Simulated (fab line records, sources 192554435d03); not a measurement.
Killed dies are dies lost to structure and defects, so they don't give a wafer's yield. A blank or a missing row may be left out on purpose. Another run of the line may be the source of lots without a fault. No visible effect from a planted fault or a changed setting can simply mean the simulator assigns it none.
fab line records | flow n5_finfet
[record] lots = 11 wafers = 29 last_day = 17
route steps=1938 shown BEOL_M0_SAQP@667 BEOL_M4@1111 PASSIVATION@1936
lots untouched by any fault: they come from a run of this same line in which no faults occurred
start_h: hours from the record's opening day to when the first of the lot's shown wafers began | wait_h: how many hours have passed since the lot's step before this one | " identical to the entry in the row above | L1.1+2: one row covering several wafers at once | - value missing, or start not given | * or withheld: withheld | < > ~ a bound
route shown NAME@n: names a module that has steps shown in the file, with the first one's number in the route | usual: average and standard deviation across the fault-free wafers | same: alike in all rows | chamber/n: place in a boat | sites: per-site readings | _std_site: the values' standard deviation | _edge_site: outer sites' mean less inner sites' | radius_mm: how far each site lies from the wafer's centre | mask NAME#n: copy n | behind: the last tool/chamber to shape the wafer | hold: why the lot was held/for how many hours/how that ended | device: the transistor (n, p or np) that didn't switch | end of line: the same wafers' tests at the end of the route | a step with no rows: only its recipe | killed: dies that structure and defects cost at the first sort, which is not the same as the wafer's yield | map: a wafer's dies, marking killed ones x, the rest . and places with no die _
set.NAME: the setting that was run; set.NAME@STEP: the one run at that earlier step | model.NAME: the simulator's own value behind a step, which no gauge read
a sample of lots followed through the steps of the route, with each step as a table and each wafer as a row
services: the hour from which a tool's chamber was out of use, counted from the record's first day as start_h (under 0 if before that day), plus the number of hours and why
[[steps]]
[step N5_BEOL_M0_SAQP_ETCH_101]
[recipe] chemistry = CH3F/O2 target = SiNx mask_material = SiO2 target_depth_a = 299 time_s = 42.7 pressure_mtorr = 30 source_w = 395 bias_w = 73 Ar_flow_sccm = 150 CH3F_flow_sccm = 30 O2_flow_sccm = 20 ion_energy_ev = 120
[usual] drypump_motor_current_A = 5.76/0.27 oes_product_au = 0.78/0.075 rf_vpp_V = 299/5.9 showerhead_plenum_p_Torr = 2.00/0.066 throttle_valve_pct = 16.39/0.19
// columns lot.wafer tool chamber start_h wait_h drypump_motor_current_A oes_product_au rf_hours_counter_h rf_vpp_V showerhead_plenum_p_Torr throttle_valve_pct
L752.1 rie_diel-03 3 114.30 0.1 5.26 0.75 154 292 2.01 16.44
L752.2 " 1 " " 6.22 0.73 167 298 1.92 16.50
L752.3 " 0 " " 5.37 0.73 174 302 1.98 16.42
L757.2 rie_diel-05 0 137.94 0.0 5.84 0.79 131 293 1.92 16.56
L757.4 " 0 " " 5.84 0.79 - 294 1.92 16.55
L758.2 rie_diel-06 1 142.83 0.3 5.88 0.74 160 303 2.08 16.45
L758.3 " 0 " " 5.82 0.73 141 291 2.00 16.58
L758.6 " 2 " " 5.53 0.70 - 298 1.97 16.25
L764.2 rie_diel-03 0 177.52 0.0 5.39 0.71 198 302 1.98 16.48
L764.3 " 1 " " 6.25 0.72 190 299 1.91 16.55
L767.2 rie_diel-05 1 201.19 0.0 5.73 0.73 167 306 1.98 16.02
L767.3 " 3 " " 6.12 0.89 19 308 2.13 16.40
L767.6 " 1 " " 5.76 0.73 - 306 1.98 16.04
L768.4 rie_diel-06 2 210.81 0.0 5.52 0.68 217 296 1.97 16.30
L768.6 " 3 " " 5.78 0.89 - 293 2.04 16.52
L770.1 rie_diel-05 1 217.97 0.0 5.73 0.72 172 306 1.98 16.03
L770.2 " 0 " " 5.86 0.76 157 293 1.91 16.61
L771.1 rie_diel-03 1 226.26 0.1 6.21 0.72 206 300 1.90 16.60
L771.3 " 3 " " 5.20 0.74 194 292 2.00 16.52
L771.4 " 3 " " 5.23 0.73 - 291 2.00 16.53
L772.4 rie_diel-03 1 229.10 0.3 6.23 0.71 - 299 1.90 16.60
L772.5 " 3 " " 5.23 0.73 - 291 2.00 16.53
L772.6 " 0 " " 5.37 0.70 - 301 1.97 16.51
L774.1 rie_diel-05 1 244.59 0.0 5.75 0.72 184 307 1.97 16.06
L774.2 " 2 " " 5.58 0.86 67 297 2.03 16.24
L774.3 " 0 " " 5.83 0.75 169 294 1.91 16.63
L775.3 rie_diel-05 0 247.48 0.0 5.85 0.76 170 293 1.91 16.64
L775.4 " 2 " " 5.57 0.86 67 298 2.03 16.21
L775.6 " 3 " " 6.12 0.86 - 307 2.12 16.42
[step N5_BEOL_M0_SAQP_ETCH_102]
[recipe] chemistry = CF4 target = SiO2 target_depth_a = 40 ion_energy_ev = 350 time_s = 4.4 pressure_mtorr = 10 icp_w = 800 bias_w = 400 cf4_flow_sccm = 80
[usual] drypump_motor_current_A = 5.8/0.54 oes_product_au = 1.014/0.022 throttle_valve_pct = 21.75/0.29
// columns lot.wafer tool chamber start_h wait_h drypump_motor_current_A oes_product_au rf_hours_counter_h throttle_valve_pct
L752.1 rie_si-04 0 114.41 0.1 6.0 1.009 181 21.67
L752.2 " 1 " " 5.8 1.000 49 21.92
L752.3 " 3 " " 5.7 0.972 118 22.44
L757.2 rie_si-01 0 138.04 0.1 6.0 0.989 129 21.21
L757.4 " 3 " " 5.5 0.989 115 21.71
L758.2 rie_si-06 0 142.93 0.1 6.7 1.030 170 22.01
L758.3 " 1 " " 6.7 1.027 107 21.66
L758.6 " 3 " " 5.5 1.027 - 21.63
L764.2 rie_si-06 0 177.62 0.1 6.7 1.012 170 22.00
L764.3 " 1 " " 6.7 1.027 108 21.66
L767.2 rie_si-06 2 201.29 0.1 5.0 1.018 22 22.02
L767.3 " 3 " " 5.5 1.021 68 21.65
L767.6 " 3 " " 5.5 1.013 - 21.62
L768.4 rie_si-06 3 210.92 0.1 5.5 1.025 68 21.64
L768.6 " 0 " " 6.7 1.021 - 22.02
L770.1 rie_si-06 2 218.08 0.1 5.0 1.029 22 22.02
L770.2 " 0 " " 6.7 1.024 171 22.01
L771.1 rie_si-04 0 226.37 0.1 6.0 1.000 183 21.68
L771.3 " 1 " " 5.8 0.998 51 21.91
L771.4 " 2 " " 5.4 1.025 138 21.99
L772.4 rie_si-06 3 229.17 0.0 5.5 1.023 69 21.64
L772.5 " 3 " " 5.5 1.018 - 21.64
L772.6 " 0 " " 6.7 1.025 - 22.02
L774.1 rie_si-01 0 244.69 0.1 6.0 0.996 131 21.21
L774.2 " 1 " " 5.1 1.001 88 21.49
L774.3 " 3 " " 5.5 0.989 117 21.68
L775.3 rie_si-01 3 247.59 0.1 5.5 0.983 117 21.71
L775.4 " 0 " " 6.0 0.992 131 21.20
L775.6 " 2 " " 5.6 1.054 - 21.44
[step N5_BEOL_M0_SAQP_COAT_72]
[recipe] resist = SiARC temp_c = 220 time_s = 60 spin_rpm = 1500 resist_thk_nm = 15
[usual] dispense_pressure_kPa = 53.3/2.9 spin_speed_rpm = 1500.1/0.98
// columns lot.wafer tool chamber start_h wait_h dispense_pressure_kPa spin_speed_rpm
L752.1 litho_track-05 0 116.45 - 48.8 1500.7
L752.2 " 0 " " 48.8 1498.8
L752.3 " 0 " " 48.8 1499.2
L757.2 litho_track-05 0 139.87 - 48.9 1548.9
L757.4 " 0 " " 48.9 1550.6
L758.2 litho_track-05 0 144.68 - 48.8 1550.2
L758.3 " 0 " " 48.8 1549.4
L758.6 " 0 " " 48.8 1551.6
L764.2 litho_track-01 0 181.12 - 53.5 1499.5
L764.3 " 0 " " 53.5 1501.2
L767.2 litho_track-01 0 204.47 - 53.5 1500.4
L767.3 " 0 " " 53.5 1499.2
L767.6 " 0 " " 53.6 1499.6
L768.4 litho_track-04 0 212.87 - 56.8 1501.1
L768.6 " 0 " " 56.8 1499.4
L770.1 litho_track-01 0 219.86 - 53.5 1500.8
L770.2 " 0 " " 53.6 1498.9
L771.1 litho_track-01 0 228.02 - 53.5 1500.9
L771.3 " 0 " " 53.5 1499.7
L771.4 " 0 " " 53.5 1501.3
L772.4 litho_track-05 0 230.87 - 48.8 1497.5
L772.5 " 0 " " 48.8 1499.9
L772.6 " 0 " " 48.8 1499.5
L774.1 litho_track-04 0 248.60 - 56.8 1501.7
L774.2 " 0 " " 56.8 1500.5
L774.3 " 0 " " 56.9 1499.2
L775.3 litho_track-01 0 249.63 - 53.6 1499.1
L775.4 " 0 " " 53.6 1500.6
L775.6 " 0 " " 53.5 1498.6
[step N5_BEOL_M0_SAQP_OVL_MEAS_41]
[recipe] points_per_wafer = 522
[usual] M0_CUT1_OVL = 0.9/0.7
// columns lot.wafer tool chamber start_h wait_h M0_CUT1_OVL[nm]
L752.1 overlay-01 0 116.75 0.0 1.6
L752.2 " 0 " " 0.8
L752.3 " 0 " " 1.7
L757.2 overlay-02 0 140.18 0.0 -0.4
L757.4 " 0 " " 0.3
L758.2 overlay-02 0 144.98 0.0 0.2
L758.3 " 0 " " 0.2
L758.6 " 0 " " 0.0
L764.2 overlay-01 0 181.42 0.0 1.4
L764.3 " 0 " " 1.9
L767.2 overlay-02 0 204.90 0.0 -0.3
L767.3 " 0 " " -0.4
L767.6 " 0 " " 0.2
L768.4 overlay-02 0 213.34 0.0 0.9
L768.6 " 0 " " 0.4
L770.1 overlay-02 0 220.15 0.0 1.2
L770.2 " 0 " " 1.2
L771.1 overlay-02 0 228.32 0.0 1.4
L771.3 " 0 " " -0.5
L771.4 " 0 " " 1.3
L772.4 overlay-02 0 231.18 0.0 0.7
L772.5 " 0 " " -0.3
L772.6 " 0 " " 0.1
L774.1 overlay-02 0 249.89 0.0 0.6
L774.2 " 0 " " 1.2
L774.3 " 0 " " 0.8
L775.3 overlay-02 0 250.14 0.0 0.5
L775.4 " 0 " " 1.2
L775.6 " 0 " " 1.2
[step N5_BEOL_M4_RC_MEAS_101]
[usual] DIBL_N = 36.6/2.1 DIBL_P = 36.3/2.2 IOFF_N = 0.16/0.036 IOFF_P = 0.21/0.038 ION_N = 671/12 ION_P = 460/7.5 SS_N = 71.8/0.72 SS_P = 73.3/0.72 VT_N = 250/3.2 VT_P = -250/3.5
// columns lot.wafer tool chamber start_h wait_h DIBL_N[mV/V] DIBL_P[mV/V] IOFF_N[nA/um] IOFF_P[nA/um] ION_N[uA/um] ION_P[uA/um] SS_N[mV/dec] SS_P[mV/dec] VT_N[mV] VT_P[mV]
L752.1 prober-02 0 162.49 0.0 40.1 39.8 0.20 0.21 675 456 72.6 73.9 248 -254
L752.2 " 0 " " 35.0 35.4 0.12 0.16 655 453 71.2 72.8 253 -257
L752.3 " 0 " " 37.9 38.1 0.16 0.19 669 456 71.4 73.9 252 -257
L757.2 prober-01 0 192.23 0.2 38.7 37.5 0.21 0.27 697 474 72.4 73.8 246 -245
L757.4 " 0 " " 39.7 39.3 0.24 0.32 686 464 72.7 74.3 242 -242
L758.2 prober-01 0 196.20 0.2 38.5 37.8 0.21 0.25 682 463 72.4 73.7 245 -249
L758.3 " 0 " " 38.6 37.6 0.19 0.24 673 457 72.1 74.1 249 -250
L758.6 " 0 " " 39.4 37.8 0.20 0.25 678 463 73.1 74.3 249 -248
L764.2 prober-01 0 227.19 0.2 36.3 36.0 0.15 0.20 648 449 71.5 72.8 251 -248
L764.3 " 0 " " 38.9 39.8 0.22 0.26 677 462 72.6 73.6 246 -245
L767.2 prober-02 0 247.75 0.2 36.7 37.9 0.18 0.20 693 467 71.2 73.5 249 -253
L767.3 " 0 " " 36.1 37.2 0.16 0.19 675 455 70.8 73.3 250 -253
L767.6 " 0 " " 38.2 38.9 0.19 0.22 673 460 72.4 73.5 251 -248
L768.4 prober-01 0 267.92 0.5 34.9 32.9 0.12 0.14 655 446 71.3 72.5 257 -259
L768.6 " 0 " " 40.3 40.3 0.23 0.26 696 465 72.1 75.3 245 -249
L770.1 prober-02 0 275.01 0.0 34.1 35.0 0.13 0.18 680 464 71.4 72.3 249 -251
L770.2 " 0 " " 36.6 37.4 0.18 0.21 669 456 72.4 73.0 249 -252
L771.1 prober-01 0 279.65 0.0 37.1 38.6 0.14 0.21 657 457 71.7 74.2 252 -251
L771.3 " 0 " " 36.6 35.5 0.13 0.16 653 443 71.6 73.5 254 -257
L771.4 " 0 " " 35.7 35.3 0.12 0.16 648 447 71.1 72.5 255 -254
L772.4 prober-02 0 283.35 0.5 37.9 37.7 0.18 0.22 672 451 71.8 73.7 250 -253
L772.5 " 0 " " 35.5 35.2 0.14 0.19 667 457 71.7 72.5 254 -254
L772.6 " 0 " " 36.4 36.9 0.16 0.22 682 462 71.6 73.5 249 -251
L774.1 prober-01 0 299.79 0.0 36.2 34.9 0.14 0.17 672 461 71.9 72.5 251 -255
L774.2 " 0 " " 36.7 35.4 0.14 0.19 673 463 71.5 73.0 250 -253
L774.3 " 0 " " 34.0 31.1 0.10 0.13 659 451 70.7 71.5 254 -258
L775.3 prober-02 0 300.27 0.3 35.4 34.1 0.15 0.20 671 462 70.7 73.4 250 -248
L775.4 " 0 " " 36.7 37.2 0.17 0.27 686 478 71.8 73.5 247 -245
L775.6 " 0 " " 36.5 36.3 0.16 0.23 678 467 71.5 74.0 249 -246
[step N5_PASSIVATION_PROBE_49]
[usual] defect_limited_yield = 91.1/1.4 killed_at_M0_to_M3 = 33/9.1 killed_at_M4_up = 14/5.6 killed_at_contacts = 13/5.7 killed_at_front_end = 42/12 killed_at_other = 4/3 killed_dies = 105/16 killed_on_rim = 13/4 killed_open = 69/11 killed_short = 34/7.5 sort_bin_5_function = 5.2/0.91 sort_bin_6_memory = 3.3/0.64 sort_bin_8_speed = 0.0/0.37 sort_n_pass = 1075/16 sort_yield_pct = 91.1/1.4
[same] gross_dies = 1180 killed_at_back_side = 0 sort_bin_4_leakage[%] = 0
// columns lot.wafer tool chamber start_h wait_h defect_limited_yield[%] killed_at_M0_to_M3 killed_at_M4_up killed_at_contacts killed_at_front_end killed_at_other killed_dies killed_on_rim killed_open killed_short sort_bin_5_function[%] sort_bin_6_memory[%] sort_bin_8_speed[%] sort_n_pass sort_yield_pct[%]
L752.1 prober-02 - 262.73 0.0 90.3 28 19 11 54 2 114 14 73 37 5.4 3.6 0 1066 90.3
L752.2 prober-02 - 262.78 0.1 91.6 28 24 12 33 2 99 10 66 28 4.5 3.6 0 1081 91.6
L752.3 prober-02 - 262.83 0.1 91.5 29 13 6 51 1 100 9 66 33 4.4 3.8 0 1080 91.5
L757.2 prober-01 - 296.99 0.1 91.4 34 19 13 31 4 101 12 66 34 4.9 3.4 0 1079 91.4
L757.4 prober-01 - 297.09 0.2 90.5 53 12 9 31 7 112 16 69 42 5.0 4.2 0 1068 90.5
L758.2 prober-01 - 300.77 0.5 89.4 39 8 9 65 4 125 16 75 48 6.3 4.2 0 1055 89.4
L758.3 prober-01 - 300.82 0.5 89.3 37 13 16 52 8 126 19 76 47 6.4 3.9 0 1054 89.3
L758.6 prober-01 - 300.97 0.7 89.5 32 17 15 54 6 124 19 82 39 6.2 3.9 0 1056 89.5
L764.2 prober-02 - 326.55 0.1 91.4 32 20 10 37 3 102 11 72 28 5.5 2.8 0 1078 91.4
L764.3 prober-02 - 326.60 0.1 92.5 14 21 16 31 6 88 6 63 24 4.2 3.1 0 1092 92.5
L767.2 prober-02 - 346.04 0.1 90.8 27 26 3 51 1 108 12 77 30 5.3 3.6 0 1072 90.8
L767.3 prober-02 - 346.09 0.1 91.7 38 13 15 31 1 98 16 66 31 5.3 2.8 0 1082 91.7
L767.6 prober-02 - 346.24 0.3 92.2 27 20 10 35 0 92 15 69 21 4.1 3.6 0 1088 92.2
L768.4 prober-02 - 362.59 0.2 91.2 27 8 11 56 2 104 15 64 40 4.7 3.7 0 1076 91.2
L768.6 prober-02 - 362.69 0.3 89.2 49 16 18 40 5 128 22 90 38 6.6 4.0 0 1052 89.2
L770.1 prober-01 - 378.24 0.0 90.8 33 18 3 46 8 108 19 72 36 4.7 4.1 0 1072 90.8
L770.2 prober-01 - 378.29 0.1 89.9 40 17 11 46 5 119 9 78 39 5.7 3.9 0.1 1061 89.9
L771.1 prober-02 - 378.85 0.0 90.4 33 6 10 62 2 113 16 83 26 5.8 3.6 0 1067 90.4
L771.3 prober-02 - 378.95 0.1 89.7 53 11 17 38 3 122 15 91 27 6.2 4.0 0 1058 89.7
L771.4 prober-02 - 379.00 0.2 90.8 48 9 7 44 0 108 13 74 33 5.8 3.3 0 1072 90.8
L772.4 prober-01 - 382.69 0.2 91.3 25 21 8 47 2 103 10 59 42 4.5 3.5 0 1077 91.3
L772.5 prober-01 - 382.74 0.2 90.9 30 16 11 50 0 107 12 62 42 5.8 3.1 0 1073 90.9
L772.6 prober-01 - 382.79 0.3 90.2 45 14 15 41 1 116 18 73 38 5.6 4.0 0 1064 90.2
L775.3 prober-01 - 410.74 0.1 89.2 23 13 17 65 10 128 16 79 42 6.4 3.9 0 1052 89.2
L775.4 prober-01 - 410.79 0.2 90.7 31 8 17 48 6 110 12 67 39 5.1 3.6 0 1070 90.7
L775.6 prober-01 - 410.89 0.3 91.0 31 9 12 50 4 106 12 65 37 4.9 3.8 0 1074 91.0
L774.1 prober-02 - 411.58 0.0 89.7 40 14 16 40 11 121 21 79 40 6.7 3.4 0 1059 89.7
L774.2 prober-02 - 411.63 0.1 89.0 42 24 15 45 4 130 15 97 33 5.5 5.1 0 1050 89.0
L774.3 prober-02 - 411.68 0.1 91.9 28 12 13 36 6 95 9 67 26 4.5 3.1 0 1085 91.9
// killed by level:class
L752.1 FIN_SAQP:geometric_particle:open=15 STI_FIN_REVEAL:geometric_particle:open=13 BEOL_M3:geometric_particle:open=10 FIN_SAQP:geometric_particle:short=8 MOL_CONTACT_COAG:geometric_particle:open=7 BEOL_M4:geometric_particle:open=5 BEOL_M0_SAQP:geometric_particle:open=5 MOL_CONTACT_COAG:geometric_particle:short=4
L752.2 BEOL_M4:geometric_particle:open=15 FIN_SAQP:geometric_particle:open=10 BEOL_M3:geometric_particle:open=10 FIN_SAQP:geometric_particle:short=8 MOL_CONTACT_COAG:geometric_particle:open=8 GATE_CUT:geometric_particle:short=5 BEOL_M2:geometric_particle:open=5 MOL_CONTACT_COAG:geometric_particle:short=4
L752.3 FIN_SAQP:geometric_particle:short=14 BEOL_M3:geometric_particle:open=13 FIN_SAQP:geometric_particle:open=11 BEOL_M4:geometric_particle:open=8 BEOL_M2:geometric_particle:open=7 MOL_CONTACT_COAG:geometric_particle:open=5 STI_FIN_REVEAL:geometric_particle:open=5 GATE_CUT:geometric_particle:short=5
L757.2 BEOL_M4:geometric_particle:open=10 MOL_CONTACT_COAG:geometric_particle:open=9 BEOL_M3:geometric_particle:open=8 BEOL_M0_SAQP:geometric_particle:open=7 BEOL_M0_SAQP:geometric_particle:short=6 DUMMY_GATE:geometric_particle:open=5 MOL_CONTACT_COAG:geometric_particle:short=4 BEOL_M2:geometric_particle:open=4
L757.4 BEOL_M0_SAQP:geometric_particle:short=12 BEOL_M1:geometric_particle:open=10 BEOL_M2:geometric_particle:open=8 BEOL_M3:geometric_particle:open=8 FIN_SAQP:geometric_particle:short=7 MOL_CONTACT_COAG:geometric_particle:open=7 BEOL_M0_SAQP:geometric_particle:open=7 GATE_CUT:geometric_particle:short=6
L758.2 FIN_SAQP:geometric_particle:short=20 FIN_SAQP:geometric_particle:open=20 STI_FIN_REVEAL:geometric_particle:open=14 BEOL_M0_SAQP:geometric_particle:short=13 BEOL_M0_SAQP:geometric_particle:open=10 MOL_CONTACT_COAG:geometric_particle:open=6 BEOL_M0:geometric_particle:open=4 BEOL_M1:geometric_particle:open=4
L758.3 FIN_SAQP:geometric_particle:short=18 MOL_CONTACT_COAG:geometric_particle:open=13 FIN_SAQP:geometric_particle:open=10 BEOL_M0_SAQP:geometric_particle:open=10 DUMMY_GATE:geometric_particle:open=9 BEOL_M0_SAQP:geometric_particle:short=9 BEOL_M1:geometric_particle:open=8 STI_FIN_REVEAL:geometric_particle:open=4
L758.6 FIN_SAQP:geometric_particle:short=15 FIN_SAQP:geometric_particle:open=13 MOL_CONTACT_COAG:geometric_particle:open=12 BEOL_M0_SAQP:geometric_particle:open=10 DUMMY_GATE:geometric_particle:open=8 BEOL_M0_SAQP:geometric_particle:short=7 BEOL_M2:geometric_particle:open=7 BEOL_M5:geometric_particle:open=6
L764.2 FIN_SAQP:geometric_particle:open=15 BEOL_M4:geometric_particle:open=8 BEOL_M0_SAQP:geometric_particle:short=7 BEOL_M1:geometric_particle:open=7 BEOL_M3:geometric_particle:open=7 DUMMY_GATE:geometric_particle:open=6 MOL_CONTACT_COAG:geometric_particle:open=6 BEOL_M0_SAQP:geometric_particle:open=6
L764.3 MOL_CONTACT_COAG:geometric_particle:open=13 FIN_SAQP:geometric_particle:open=8 BEOL_M4:geometric_particle:open=8 DUMMY_GATE:geometric_particle:open=7 BEOL_M0_SAQP:geometric_particle:open=5 STI_FIN_REVEAL:geometric_particle:open=4 BEOL_M2:geometric_particle:open=4 FIN_SAQP:geometric_particle:short=3
L767.2 STI_FIN_REVEAL:geometric_particle:open=18 BEOL_M2:geometric_particle:open=10 BEOL_M4:geometric_particle:open=10 FIN_SAQP:geometric_particle:short=6 FIN_SAQP:geometric_particle:open=6 GATE_CUT:geometric_particle:short=6 BEOL_M0_SAQP:geometric_particle:short=5 BEOL_M0_SAQP:geometric_particle:open=5
L767.3 MOL_CONTACT_COAG:geometric_particle:open=12 BEOL_M0_SAQP:geometric_particle:short=10 BEOL_M0_SAQP:geometric_particle:open=8 GATE_CUT:geometric_particle:short=5 BEOL_M1:geometric_particle:open=5 BEOL_M6:geometric_particle:open=5 FIN_SAQP:geometric_particle:short=4 STI_FIN_REVEAL:geometric_particle:open=4
L767.6 STI_FIN_REVEAL:geometric_particle:open=20 MOL_CONTACT_COAG:geometric_particle:open=9 BEOL_M4:geometric_particle:open=8 BEOL_M3:geometric_particle:open=5 BEOL_M0_SAQP:geometric_particle:open=5 BEOL_M5:geometric_particle:open=5 STI_FIN_REVEAL:geometric_particle:short=4 BEOL_M0:geometric_particle:open=4
L768.4 FIN_SAQP:geometric_particle:open=12 FIN_SAQP:geometric_particle:short=12 MOL_CONTACT_COAG:geometric_particle:open=9 DUMMY_GATE:geometric_particle:open=6 BEOL_M1:geometric_particle:open=6 STI_FIN_REVEAL:geometric_particle:open=5 BEOL_M0_SAQP:geometric_particle:open=4 STARTING-WAFER:geometric_particle:open=4
L768.6 BEOL_M2:geometric_particle:open=19 MOL_CONTACT_COAG:geometric_particle:open=14 BEOL_M4:geometric_particle:open=10 GATE_CUT:geometric_particle:short=8 BEOL_M0_SAQP:geometric_particle:open=8 BEOL_M3:geometric_particle:open=8 FIN_SAQP:geometric_particle:open=6 BEOL_M2:geometric_particle:short=6
L770.1 STI_FIN_REVEAL:geometric_particle:open=12 BEOL_M0_SAQP:geometric_particle:short=12 BEOL_M0_SAQP:geometric_particle:open=11 BEOL_M4:geometric_particle:open=10 FIN_SAQP:geometric_particle:short=9 FIN_SAQP:geometric_particle:open=6 BEOL_M3:geometric_particle:open=5 PASS1_CAP:geometric_particle:open=4
L770.2 BEOL_M4:geometric_particle:open=13 STI_FIN_REVEAL:geometric_particle:open=10 BEOL_M3:geometric_particle:open=10 FIN_SAQP:geometric_particle:short=9 FIN_SAQP:geometric_particle:open=9 MOL_CONTACT_COAG:geometric_particle:open=9 BEOL_M0_SAQP:geometric_particle:short=8 BEOL_M0_SAQP:geometric_particle:open=7
L771.1 BEOL_M2:geometric_particle:open=20 FIN_SAQP:geometric_particle:open=18 FIN_SAQP:geometric_particle:short=10 MOL_CONTACT_COAG:geometric_particle:open=10 DUMMY_GATE:geometric_particle:open=9 STI_FIN_REVEAL:geometric_particle:open=5 GATE_CUT:geometric_particle:open=4 BEOL_M0_SAQP:geometric_particle:open=4
L771.3 BEOL_M2:geometric_particle:open=20 BEOL_M3:geometric_particle:open=19 FIN_SAQP:geometric_particle:open=16 MOL_CONTACT_COAG:geometric_particle:open=13 FIN_SAQP:geometric_particle:short=8 MOL_CONTACT_COAG:geometric_particle:short=4 BEOL_M3:geometric_particle:short=4 BEOL_M4:geometric_particle:open=4
L771.4 BEOL_M2:geometric_particle:open=21 FIN_SAQP:geometric_particle:open=11 FIN_SAQP:geometric_particle:short=8 BEOL_M3:geometric_particle:open=8 BEOL_M0_SAQP:geometric_particle:short=6 STI_FIN_REVEAL:geometric_particle:open=6 BEOL_M2:geometric_particle:short=6 DUMMY_GATE:geometric_particle:open=5
L772.4 STI_FIN_REVEAL:geometric_particle:open=12 BEOL_M4:geometric_particle:open=10 FIN_SAQP:geometric_particle:short=9 MOL_CONTACT_COAG:geometric_particle:open=7 BEOL_M3:geometric_particle:open=7 FIN_SAQP:geometric_particle:open=5 ILD0:geometric_particle:short=5 GATE_CUT:geometric_particle:short=5
L772.5 FIN_SAQP:geometric_particle:short=9 STI_FIN_REVEAL:geometric_particle:open=9 MOL_CONTACT_COAG:geometric_particle:open=8 BEOL_M4:geometric_particle:short=7 STARTING-WAFER:geometric_particle:open=7 BEOL_M0_SAQP:geometric_particle:short=6 GATE_CUT:geometric_particle:short=6 BEOL_M2:geometric_particle:open=6
L772.6 MOL_CONTACT_COAG:geometric_particle:open=13 STI_FIN_REVEAL:geometric_particle:open=12 BEOL_M0_SAQP:geometric_particle:open=12 BEOL_M0_SAQP:geometric_particle:short=11 GATE_CUT:geometric_particle:short=6 BEOL_M3:geometric_particle:open=6 FIN_SAQP:geometric_particle:open=4 DUMMY_GATE:geometric_particle:open=4
L775.3 STI_FIN_REVEAL:geometric_particle:open=17 FIN_SAQP:geometric_particle:short=16 FIN_SAQP:geometric_particle:open=13 MOL_CONTACT_COAG:geometric_particle:open=13 BEOL_M4:geometric_particle:open=7 MIM_TOP:geometric_particle:open=5 STI_FIN_REVEAL:geometric_particle:short=4 BEOL_M3:geometric_particle:open=4
L775.4 MOL_CONTACT_COAG:geometric_particle:open=12 FIN_SAQP:geometric_particle:open=10 FIN_SAQP:geometric_particle:short=9 STI_FIN_REVEAL:geometric_particle:open=9 BEOL_M0_SAQP:geometric_particle:open=6 BEOL_M2:geometric_particle:short=5 ILD0:geometric_particle:short=5 BEOL_M1:geometric_particle:open=5
L775.6 FIN_SAQP:geometric_particle:open=14 FIN_SAQP:geometric_particle:short=12 MOL_CONTACT_COAG:geometric_particle:open=10 BEOL_M1:geometric_particle:open=8 BEOL_M2:geometric_particle:open=6 STI_FIN_REVEAL:geometric_particle:open=5 STI_FIN_REVEAL:geometric_particle:short=4 BEOL_M4:geometric_particle:open=4
L774.1 STI_FIN_REVEAL:geometric_particle:open=15 BEOL_M1:geometric_particle:open=15 MOL_CONTACT_COAG:geometric_particle:open=13 BEOL_M0_SAQP:geometric_particle:short=11 MIM_TOP_ETCH:geometric_particle:short=7 FIN_SAQP:geometric_particle:short=6 BEOL_M4:geometric_particle:open=6 STARTING-WAFER:geometric_particle:open=6
L774.2 STI_FIN_REVEAL:geometric_particle:open=22 BEOL_M0_SAQP:geometric_particle:open=17 BEOL_M4:geometric_particle:open=13 MOL_CONTACT_COAG:geometric_particle:open=10 BEOL_M3:geometric_particle:open=8 BEOL_M0_SAQP:geometric_particle:short=6 MOL_CONTACT_COAG:geometric_particle:short=5 FIN_SAQP:geometric_particle:open=4
L774.3 STI_FIN_REVEAL:geometric_particle:open=13 MOL_CONTACT_COAG:geometric_particle:open=9 BEOL_M0_SAQP:geometric_particle:open=9 BEOL_M4:geometric_particle:open=6 BEOL_M0_SAQP:geometric_particle:short=6 BEOL_M1:geometric_particle:open=6 BEOL_M2:geometric_particle:open=5 STI_FIN_REVEAL:geometric_particle:short=4
[[services]]
// columns tool chamber start_h hours kind
rie_si-04 1 93.20 8.0 repair
rie_diel-03 2 100.80 22.0 repair
rie_diel-06 1 113.13 2.7 repair
rie_diel-03 2 125.25 - clean
rie_diel-03 2 125.25 - consumable_replace:focus_ring
rie_diel-03 2 125.25 - consumable_replace:showerhead
rie_diel-03 2 125.25 35.9 scheduled_down
rie_diel-03 2 125.25 35.9 vent_cycle
rie_diel-05 3 126.60 - clean
rie_diel-05 3 126.60 - consumable_replace:focus_ring
rie_diel-05 3 126.60 - consumable_replace:showerhead
rie_diel-05 2 147.57 7.4 repair
litho_track-01 - 177.34 - consumable_replace:filter
rie_si-04 - 179.37 2.8 pm
rie_si-04 2 193.93 5.0 repair
rie_diel-03 2 214.25 38.8 repair
rie_si-01 0 235.90 6.3 repair
[[key]]
[first_sign] step = N5_BEOL_M0_SAQP_COAT_72 reading = spin_speed_rpm direction = up sigmas = 51 usual = * struck = *
effect none on later readings
met_at N5_BEOL_M0_SAQP_COAT_72
struck_lots L757,L758
not_acting_at N5_BEOL_M0_SAQP_ETCH_101,N5_BEOL_M0_SAQP_ETCH_102,N5_BEOL_M0_SAQP_OVL_MEAS_41
onset_between 116.45 139.87
[fault] kind = process_parameter_drift tool = litho_track-05 chamber = - onset_h = 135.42 steps = N5_BEOL_M0_SAQP_COAT_72 channel = spin_rpm offset = * shape = step end_h = 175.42 acts_in = * stated = *
